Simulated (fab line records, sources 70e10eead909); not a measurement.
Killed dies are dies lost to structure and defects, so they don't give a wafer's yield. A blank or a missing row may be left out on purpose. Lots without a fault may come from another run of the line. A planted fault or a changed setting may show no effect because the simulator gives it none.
Chamber matching | flow nand_harc | NHARC_A_STAIRCASE_DEP_417 on pecvd-04: 3 sister chambers
The step deposits Si3N4, target thk 60 nm. 6 wafers are shown with their chamber, then 10 later ones without.

WAFERS WITH THEIR CHAMBER
wafer  | chamber | heater_power_w (W) | rf_fwd_power_W (W)
L083.2 | 2       | 846                | 447.3
L083.5 | 2       | 845                | 447.6
L089.2 | 0       | 544                | 449.8
L089.5 | 0       | 542                | 448.4
L092.1 | 1       | 761                | 447.6
L092.4 | 1       | 754                | 448.5

WAFERS WITHOUT THEIR CHAMBER
wafer  | heater_power_w (W) | rf_fwd_power_W (W)
L092.6 | 544                | 451.0
L094.3 | 788                | 449.3
L094.4 | 778                | 446.9
L094.6 | 749                | 448.0
L095.1 | 729                | 446.6
L095.4 | 539                | 448.7
L095.5 | 672                | 445.3
L097.3 | 644                | 450.0
L097.4 | 832                | 448.3
L097.6 | 671                | 449.1

WHICH CHAMBER EACH WENT THROUGH
wafer  | from the rows above | in truth
L092.6 | 0                   | 0
L094.3 | 1                   | 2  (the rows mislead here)
L094.4 | 1                   | 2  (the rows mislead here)
L094.6 | 1                   | 1
L095.1 | 1                   | 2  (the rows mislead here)
L095.4 | 0                   | 0
L095.5 | 1                   | 1
L097.3 | 0                   | 0
L097.4 | 2                   | 2
L097.6 | 1                   | 1
Placed correctly: 7 of 10. Can't be placed from these rows: 0. Placed wrongly: 3.
How it was worked out, from the rows above alone: a wafer's distance from a chamber is the root of the sum, over the readings, of the square of ((its reading less the chamber's mean) divided by the reading's scatter). The wafer belongs to the nearest chamber; if the next one is less than 2 further off, it can't be placed. A chamber's mean is the mean of its shown wafers. The scatter: the root of (the sum of the squares of (reading less its chamber's mean) over the shown wafers, divided by (wafers less chambers)).
